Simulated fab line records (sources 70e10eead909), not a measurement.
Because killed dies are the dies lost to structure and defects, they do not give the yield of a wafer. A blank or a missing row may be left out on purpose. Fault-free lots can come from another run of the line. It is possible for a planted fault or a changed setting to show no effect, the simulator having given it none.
The tool behind it: which one?	flow nand harc	24 lots, 72 wafers sampled, at 1 step of a route of 1302

WHAT THE GAUGES READ, wafer by wafer
NHARC_A_CONTACT_CD_MEAS_08 targets a cd of 200 nm. Usual: cd nm 199.9 nm, standard deviation 0.73.
lot	measured	on	cd nm (nm)	flag
L076	day 22 14:43	cd sem-02	198.9 198.5 199.7	
L074	day 22 15:52	cd sem-01	200.2 200.9 200.4	
L075	day 22 17:44	cd sem-01	200.4 199.3 199.7	
L077	day 24 01:20	cd sem-02	200.7 201.4 200.9	
L079	day 24 04:17	cd sem-01	200.3 200.9 200.6	
L078	day 24 06:08	cd sem-01	201.1 201.2 199.5	
L080	day 24 22:23	cd sem-02	198.7 199.9 198.8	
L081	day 25 21:41	cd sem-03	200.4 199.9 200.6	
L082	day 26 02:16	cd sem-01	200.5 200.1 200.3	
L083	day 26 05:02	cd sem-01	199.4 199.3 199.7	
L084	day 26 05:22	cd sem-01	201.2 199.7 200.0	
L085	day 26 18:51	cd sem-02	199.1 200.0 198.5	
L086	day 26 20:32	cd sem-02	199.2 199.5 201.0	
L088	day 27 21:23	cd sem-03	200.4 200.8 200.8	
L089	day 27 23:15	cd sem-01	199.0 199.3 199.9	
L087	day 28 04:15	cd sem-01	200.4 200.5 200.6	
L091	day 29 12:29	cd sem-02	199.4 200.2 199.0	
L092	day 29 16:08	cd sem-01	199.6 199.4 199.9	
L090	day 29 19:43	cd sem-03	200.5 199.9 199.3	
L093	day 30 06:33	cd sem-01	200.0 200.1 199.8	
L097	day 31 09:26	cd sem-02	200.9 200.3 199.9	
L094	day 31 14:01	cd sem-02	199.9 199.1 199.0	
L095	day 31 15:19	cd sem-03	198.4 198.9 199.6	
L096	day 31 21:00	cd sem-01	199.4 199.9 199.9	

TOOL THAT RAN EACH LOT (tool first, then ch and the chambers of the sampled wafers, then the start)
Before these readings, the record contains no process step.

WHAT THE TOOLS THEMSELVES READ (means of the sampled wafers that have a number; where no wafer has one, the mark that the record gives instead)
The record holds no such reading with a usual standard deviation.

THE ANSWER, worked out from the rows above alone
Rule: take the mean of a lot's wafers that have a number; if it is more than 3 standard deviations from the usual mean, the lot is off. A lot without any number at a reading at which 4 lots or more have one is off too. The other lots that the step has rows for count as sound. First the gauges in route order, then the tools' own readings, where a lot's mean is used as printed above. At the first step where some lot is off, the reading lying furthest off is the one used; lots without a number count as furthest.
No lot is off at any reading shown: from this, nothing can be told.

WHAT THE SIMULATOR PUT IN
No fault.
